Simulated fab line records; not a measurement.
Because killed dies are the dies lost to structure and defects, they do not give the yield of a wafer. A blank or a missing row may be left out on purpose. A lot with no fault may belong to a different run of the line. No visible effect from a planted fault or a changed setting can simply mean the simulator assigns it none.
A lot that was struck, set against a sound lot | flow nand harc | 19 steps out of a route of 1302
Sound: the wafers L139.1, L139.2, L139.6. Wafers L148.2, L148.4, L148.5 were the ones struck. The cause is given at the end.
Per side, at each step with rows, come the tool, then ch with its chambers, and then its first start. Under that, the readings that differ: sound wafers | struck wafers | difference of the means | sigmas: that difference in standard deviations of wafers without a fault.
alike: same words and numbers on both sides, and readings whose means sit less than 2 such deviations apart. not compared: any withheld reading, any reading some wafer has no value for, any bound like >300 that may hide the same value, and any number with overlapping values for which the record gives no deviation.
The two part at a step that has a row with sigmas, a row that says differs or no value, or rows on one side only. Non-overlapping numbers with no deviation appear without sigmas and do not part them. Lack of a reading on every wafer of one side parts them only where that side has two or more wafers.

NHARC_P_GATE_CD_MEAS_91: target cd 2000 nm.
  sound on cd sem-03 ch 0, day 8 04:03; struck on cd sem-03 ch 0, day 11 16:43
  alike: cd nm
then, 1 step without rows for these wafers: NHARC_P_GATE_HARDBAKE_92 (time 80 s).
NHARC_P_GATE_DESCUM_93: chemistry O2, time 3 s.
  sound on rie diel-04 ch 0,1, day 8 04:13; struck on rie diel-10 ch 1,2,3, day 11 16:52
  alike: drypump motor current A, oes product au, rf vpp V, showerhead plenum p Torr, throttle valve pct
  not compared: rf hours counter h
then, 1 step without rows for these wafers: NHARC_P_GATE_IMPLANT_94.
NHARC_P_GATE_STRIP_113: strips in N2/H2, time 740 s.
  sound on plasma asher-02 ch 0,1, day 8 04:55; struck on plasma asher-01 ch 0, day 11 17:50
  reading                     | sound          | struck         | difference | sigmas
  drypump motor current A (A) | 5.82 6.36 6.35 | 5.56 5.54 5.54 | -0.63      | -2
  alike: heater power w
  not compared: rf hours counter h
NHARC_P_GATE_STRIP_95: strips in O2.
  sound on plasma asher-02 ch 0,1, day 8 05:38; struck on plasma asher-01 ch 0, day 11 18:26
  reading                     | sound          | struck         | difference | sigmas
  drypump motor current A (A) | 5.83 6.35 6.35 | 5.56 5.54 5.55 | -0.63      | -2
  alike: heater power w
  not compared: rf hours counter h
then, 1 step without rows for these wafers: NHARC_P_GATE_STRIP_96 (strips in SPM, time 900 s).
NHARC_P_GATE_RTA_64: time 1 s.
  sound on rtp anneal-01 ch 0, day 8 06:11; struck on rtp anneal-01 ch 0, day 11 19:01
  alike: lamp power pct, lamp_zone_6_pct, wafer_temp_C_max
then, 1 step without rows for these wafers: NHARC_P_GATE_ETCH_77 (etches SiO2 in dHF, target depth 6 nm).
NHARC_P_GATE_DEGAS_109: time 60 s.
  sound on pvd sputter-02 at day 8 06:30; struck on pvd sputter-03 at day 11 19:17
  alike: heater power w
then, 2 steps without rows for these wafers: NHARC_P_GATE_PRE_CLEAN_110 (time 30 s); NHARC_P_GATE_SPUTTER_78 (material Ni, target thk 10 nm).
NHARC_P_GATE_SPUTTER_79: material TiN, target thk 10 nm.
  sound on pvd sputter-02 at day 8 06:44; struck on pvd sputter-03 at day 11 19:28
then, 3 steps without rows for these wafers: NHARC_P_GATE_RTA_80 (time 30 s); NHARC_P_GATE_STRIP_67 (strips in SPM, time 600 s); NHARC_P_GATE_RTA_82 (time 30 s).
NHARC_P_GATE_INSPECT_68:
  sound on defect inspect-01 at day 8 07:30; struck on defect inspect-02 at day 11 20:15
  reading          | sound       | struck      | difference | sigmas
  raw defect count | 173 225 273 | 846 891 885 | +650       | +9
then, 1 step without rows for these wafers: NHARC_P_CONTACT_DEP_30 (deposits SiNx, target thk 30 nm).
-- record jumps: 18 days between struck wafers' starts before vs after; left off in module P_CONTACT, resumes in module END, first step shown is number 1302 of the route --
NHARC_END_SORT_01:
  sound on prober-01 ch 0, day 26 04:27; struck on prober-01 ch 0, day 29 23:33
  reading             | sound    | struck      | difference | sigmas
  killed at periphery | 8 5 5    | 86 95 85    | +83        | +31
  killed dies         | 74 81 67 | 129 142 112 | +54        | +2
  alike: killed at array, killed at other, killed open, killed short

WHERE THEY PART
At NHARC_P_GATE_STRIP_113 first; at NHARC_END_SORT_01 last (within this record only).

WHY: the cause the simulator had injected
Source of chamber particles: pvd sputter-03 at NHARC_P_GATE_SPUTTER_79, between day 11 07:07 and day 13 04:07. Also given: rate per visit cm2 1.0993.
